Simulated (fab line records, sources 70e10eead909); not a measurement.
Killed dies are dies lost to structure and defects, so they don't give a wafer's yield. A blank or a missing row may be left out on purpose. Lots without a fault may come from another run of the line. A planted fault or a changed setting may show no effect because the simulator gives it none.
Chamber matching | flow nand_harc | NHARC_A_CHANNEL_FILL_D1_ALD_16 on ald_hk-03: 4 sister chambers
The step deposits SiO2, target thk 1.5 nm, pulse time 10 s, ald cycles 15. 8 wafers are shown with their chamber, then 9 later ones without.

WAFERS WITH THEIR CHAMBER
wafer  | chamber | heater_power_w (W) | susceptor_temp_C (C)
L083.6 | 0       | 475                | 300.14
L086.3 | 0       | 471                | 300.14
L086.5 | 3       | 494                | 299.82
L087.2 | 1       | 583                | 300.21
L087.6 | 2       | 487                | 300.12
L091.3 | 3       | 482                | 299.83
L091.4 | 2       | 485                | 299.79
L091.6 | 1       | 577                | 299.98

WAFERS WITHOUT THEIR CHAMBER
wafer  | heater_power_w (W) | susceptor_temp_C (C)
L093.1 | 478                | 299.76
L093.2 | 589                | 299.92
L093.3 | 483                | 300.07
L095.2 | 557                | 300.24
L095.3 | 498                | 300.29
L095.6 | 509                | 299.94
L096.1 | 479                | 299.72
L096.2 | 573                | 299.95
L096.6 | 494                | 299.77

WHICH CHAMBER EACH WENT THROUGH
wafer  | from the rows above          | in truth
L093.1 | can't be placed: 3 or 2 or 0 | 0
L093.2 | 1                            | 1
L093.3 | can't be placed: 2 or 3 or 0 | 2
L095.2 | 1                            | 1
L095.3 | can't be placed: 2 or 3 or 0 | 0
L095.6 | can't be placed: 3 or 2      | 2
L096.1 | can't be placed: 3 or 2 or 0 | 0
L096.2 | 1                            | 1
L096.6 | can't be placed: 3 or 2      | 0
Placed correctly: 3 of 9. Can't be placed from these rows: 6 (the true chamber is among the candidates in 5). Placed wrongly: 0.
How it was worked out, from the rows above alone: a wafer's distance from a chamber is the root of the sum, over the readings, of the square of ((its reading less the chamber's mean) divided by the reading's scatter). The wafer belongs to the nearest chamber; if the next one is less than 2 further off, it can't be placed. A chamber's mean is the mean of its shown wafers. The scatter: the root of (the sum of the squares of (reading less its chamber's mean) over the shown wafers, divided by (wafers less chambers)).
